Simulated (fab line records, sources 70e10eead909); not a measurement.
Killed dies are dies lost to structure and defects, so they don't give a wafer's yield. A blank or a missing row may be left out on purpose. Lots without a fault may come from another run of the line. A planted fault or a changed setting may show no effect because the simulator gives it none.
Problem report in the 8D (eight disciplines) form, filled by code | flow nand_harc | the parts of the form that need people (team, actions taken, sign-off) are left out

1. THE PROBLEM
killed_at_array at NHARC_END_SORT_01 reads a mean of 672 on 1 wafer of 1 lot; wafers without a fault read 25 with a standard deviation of 7.8. That is +83 standard deviations from the usual mean.
First seen on wafer L959.4, day 19 16:37, on prober-02. The record holds 3 wafers of 1 lot with a number at this step. Rule for "out", or "out of limits": more than 4 standard deviations from the usual mean. The other wafers with a number count as sound.

2. WHAT IT IS AND WHAT IT IS NOT
question                    | is                           | is not
which readings at this step | killed_at_array, killed_dies | killed_at_other, killed_at_periphery, killed_open, killed_short
which lots                  | L959                         | -
which wafers of those lots  | L959.4                       | L959.1, L959.6
read on which gauges        | prober-02                    | -
when                        | from day 19 16:37            | up to then (1 sound wafer); but 1 sound wafer of L959 came after

3. SUSPECTS, AND WHAT RULES EACH OUT
Counting: a tool at a process step up to the reading stays a suspect if it ran every lot that is out. Sound lots after the first of them don't rule it out here, since some wafers of a struck lot are sound.
- the gauge at NHARC_END_SORT_01: kept. All the wafers that are out were read on prober-02, and no step on other tools shows them out.
- pecvd-04 at NHARC_A_SGD_CUT_DEP_00 (deposits SiNx, target thk 50 nm): kept. It ran the lot that is out, L959 (day 14 15:09).
- pecvd-02 at NHARC_THIN_TSV_DEP_47 (deposits SiO2, target thk 200 nm): kept. It ran the lot that is out, L959 (day 19 03:44).
- cmp-04 at NHARC_THIN_TSV_CMP_21 (polishes, t overpolish 30 s, target thk 2000 nm): kept. It ran the lot that is out, L959 (day 19 06:20).
- rie_diel-02 at NHARC_THIN_TSV_DESCUM_35 (chemistry O2, time 3 s): kept. It ran the lot that is out, L959 (day 19 07:57).
- Within pecvd-04 at NHARC_A_SGD_CUT_DEP_00: the wafers that are out ran in chamber 0; their sound lot-mates ran in chambers 1, 2.
Left after counting: pecvd-04 at NHARC_A_SGD_CUT_DEP_00, pecvd-02 at NHARC_THIN_TSV_DEP_47, cmp-04 at NHARC_THIN_TSV_CMP_21, rie_diel-02 at NHARC_THIN_TSV_DESCUM_35, prober-02 at NHARC_END_SORT_01.

4. THE CAUSE (what the simulator had put in)
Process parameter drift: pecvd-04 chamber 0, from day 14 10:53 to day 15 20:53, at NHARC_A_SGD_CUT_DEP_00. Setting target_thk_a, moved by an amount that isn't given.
Counting left 5 suspects, and this tool is among them.

5. THE CHAIN OF EFFECTS, in route order
Each row: a reading whose mean over the struck wafers that have a number lies more than 3 standard deviations from the usual. Only readings for which the record gives a usual standard deviation are gone through. hours: the time from each lot's start at the first step in this table that gives one to its start at this step, as a median over the lots. sigmas: the change in usual standard deviations.
hours | step              | reading         | usual | on struck wafers | change | sigmas
0     | NHARC_END_SORT_01 | killed_at_array | 25    | 672              | +647   | +83
0     | NHARC_END_SORT_01 | killed_dies     | 29    | 677              | +648   | +79

6. WHAT WOULD HAVE CAUGHT IT SOONER
In this record the first reading out of limits at a measuring or inspecting step was taken at day 19 16:37, 126 hours after the fault began at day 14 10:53.
Of the tool readings at NHARC_A_SGD_CUT_DEP_00 for which the record gives a usual standard deviation, none was out on any struck wafer, so an alarm limit of 4 standard deviations on them would not have fired.
All the lots that are out (1) had begun NHARC_A_SGD_CUT_DEP_00 on pecvd-04 by day 19 16:37. A hold on the tool at that time would have spared none of them.
